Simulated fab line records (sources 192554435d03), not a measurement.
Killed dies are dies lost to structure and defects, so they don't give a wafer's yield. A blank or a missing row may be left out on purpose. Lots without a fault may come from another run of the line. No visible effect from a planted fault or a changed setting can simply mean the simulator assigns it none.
Chamber matching | flow n5-finfet | rie-diel-02 running N5_SD_EPI_N_ETCH_34: 4 sister chambers
The step etches SiARC in CF4, target depth 45.5 nm, time 75.8 s. 4 wafers are shown with their chamber, then 9 later ones without.

## WAFERS PAIRED WITH THEIR CHAMBERS
wafer  | chamber | showerhead-plenum-p-Torr (Torr)
L086.4 | 0       | 2.29
L090.2 | 3       | 2.11
L090.5 | 1       | 2.08
L090.6 | 2       | 2.20

## WAFERS WHOSE CHAMBER IS MISSING
wafer  | showerhead-plenum-p-Torr (Torr)
L091.1 | 2.08
L091.4 | 2.28
L091.5 | 2.20
L095.1 | 2.08
L095.2 | 2.28
L095.3 | 2.11
L095.4 | 2.20
L095.5 | 2.11
L095.6 | 2.28

## WHICH CHAMBER EACH WENT THROUGH
wafer  | from the rows above | in truth
L091.1 | 1                   | 1
L091.4 | 0                   | 0
L091.5 | 2                   | 2
L095.1 | 1                   | 1
L095.2 | 0                   | 0
L095.3 | 3                   | 3
L095.4 | 2                   | 2
L095.5 | 3                   | 3
L095.6 | 0                   | 0
9 of 9 placed correctly. Not placeable from these rows: 0. Wrongly placed: 0.
How it was worked out, from the rows above alone: a wafer's distance from a chamber is the root of the sum, over the readings, of the square of ((its reading less the chamber's mean) divided by the reading's scatter). If the next closest chamber is less than 2 further off than the closest, the wafer can't be placed; otherwise it belongs to the closest. For every chamber, the mean is computed from those of its wafers that are shown. The scatter (one wafer shown for each chamber): square how far every hidden wafer sits from the nearest shown wafer, average those squares and take the square root.
